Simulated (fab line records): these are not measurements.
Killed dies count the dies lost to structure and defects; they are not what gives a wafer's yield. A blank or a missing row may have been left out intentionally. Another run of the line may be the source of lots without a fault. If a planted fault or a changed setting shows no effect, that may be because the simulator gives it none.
Which tool is to blame? + flow nand-harc + 6 lots (18 wafers sampled), 1 step of a 1302-step route

WHAT THE GAUGES READ, wafer by wafer
NHARC_P_M2_INSPECT_27.
| lot  | measured     | on                | raw-defect-count |
|------|--------------|-------------------|------------------|
| L629 | day 6 22:43  | defect-inspect-01 | 358 533 401      |
| L631 | day 7 14:40  | defect-inspect-02 | 283 294 271      |
| L634 | day 11 01:26 | defect-inspect-01 | 267 338 383      |
| L641 | day 12 09:46 | defect-inspect-02 | 242 330 559      |
| L646 | day 14 04:04 | defect-inspect-01 | 103 176 188      |
| L650 | day 15 19:44 | defect-inspect-01 | 280 177 230      |

TOOL THAT RAN EACH LOT (tool first, then ch and the chambers of the sampled wafers, then the start)
Record: no process step prior to these readings.

THE ANSWER, worked out from the rows above alone
Rule: usual is defined by the lots themselves. The widest of any qualifying gaps counts: lots, ordered by their means at a reading, are off when they make up no more than a third of the lots, leave a main group of 4 or more, and stand apart from it by 3 or more times the standard deviation of that group's means. Not used: any main group whose means are identical at the precision the tables above print for the reading. A lot without any number at a reading at which 4 lots or more have one is off too. Any other lot the step has rows for is counted as sound.
No lot is off at any reading shown: from this, nothing can be told.

WHAT THE SIMULATOR HAD INSERTED
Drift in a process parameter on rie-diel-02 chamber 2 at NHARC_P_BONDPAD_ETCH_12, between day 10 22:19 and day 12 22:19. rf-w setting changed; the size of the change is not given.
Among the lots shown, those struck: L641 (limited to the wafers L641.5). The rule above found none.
